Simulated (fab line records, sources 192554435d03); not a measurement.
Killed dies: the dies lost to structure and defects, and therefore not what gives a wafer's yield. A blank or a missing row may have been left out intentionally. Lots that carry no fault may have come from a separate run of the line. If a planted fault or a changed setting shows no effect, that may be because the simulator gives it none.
Chamber matching / flow n5 finfet / N5_BEOL_M1_ETCH_69 on rie diel-01: 4 sister chambers
The step etches SiARC in CF4, target depth 15.6 nm, time 26 s. 8 wafers are shown with their chamber, then 8 later ones without.

WAFERS WITH THEIR CHAMBER
wafer=L083.2; chamber=3; showerhead plenum p Torr (Torr)=2.10; oes product au (a.u.)=0.76
wafer=L083.5; chamber=3; showerhead plenum p Torr (Torr)=2.10; oes product au (a.u.)=0.77
wafer=L085.2; chamber=0; showerhead plenum p Torr (Torr)=2.21; oes product au (a.u.)=0.61
wafer=L085.4; chamber=2; showerhead plenum p Torr (Torr)=2.04; oes product au (a.u.)=0.60
wafer=L086.1; chamber=2; showerhead plenum p Torr (Torr)=2.03; oes product au (a.u.)=0.60
wafer=L086.2; chamber=1; showerhead plenum p Torr (Torr)=2.13; oes product au (a.u.)=0.62
wafer=L086.4; chamber=0; showerhead plenum p Torr (Torr)=2.21; oes product au (a.u.)=0.61
wafer=L089.3; chamber=1; showerhead plenum p Torr (Torr)=2.13; oes product au (a.u.)=0.61

WAFERS MISSING THEIR CHAMBER
wafer=L089.4; showerhead plenum p Torr (Torr)=2.20; oes product au (a.u.)=0.61
wafer=L089.5; showerhead plenum p Torr (Torr)=2.20; oes product au (a.u.)=0.61
wafer=L093.1; showerhead plenum p Torr (Torr)=2.20; oes product au (a.u.)=0.61
wafer=L093.2; showerhead plenum p Torr (Torr)=2.03; oes product au (a.u.)=0.59
wafer=L093.3; showerhead plenum p Torr (Torr)=2.09; oes product au (a.u.)=0.74
wafer=L097.4; showerhead plenum p Torr (Torr)=2.03; oes product au (a.u.)=0.59
wafer=L097.5; showerhead plenum p Torr (Torr)=2.09; oes product au (a.u.)=0.73
wafer=L097.6; showerhead plenum p Torr (Torr)=2.03; oes product au (a.u.)=0.59

WHICH CHAMBER EACH ONE RAN IN
wafer=L089.4; from the rows above=0; in truth=0
wafer=L089.5; from the rows above=0; in truth=0
wafer=L093.1; from the rows above=0; in truth=0
wafer=L093.2; from the rows above=2; in truth=2
wafer=L093.3; from the rows above=3; in truth=3
wafer=L097.4; from the rows above=2; in truth=2
wafer=L097.5; from the rows above=3; in truth=3
wafer=L097.6; from the rows above=2; in truth=2
Correct placement for 8 of the 8. Not placeable from these rows: 0. Number placed wrongly: 0.
How it was worked out, from the rows above alone: a wafer's distance from a chamber is the root of the sum, over the readings, of the square of ((its reading less the chamber's mean) divided by the reading's scatter). If the next closest chamber is less than 2 further off than the closest, the wafer can't be placed; otherwise it belongs to the closest. Each chamber's mean is taken over the wafers shown for it. The scatter is the square root of a quotient: the sum, over the shown wafers, of each reading's squared deviation from its chamber's mean, divided by wafers minus chambers.
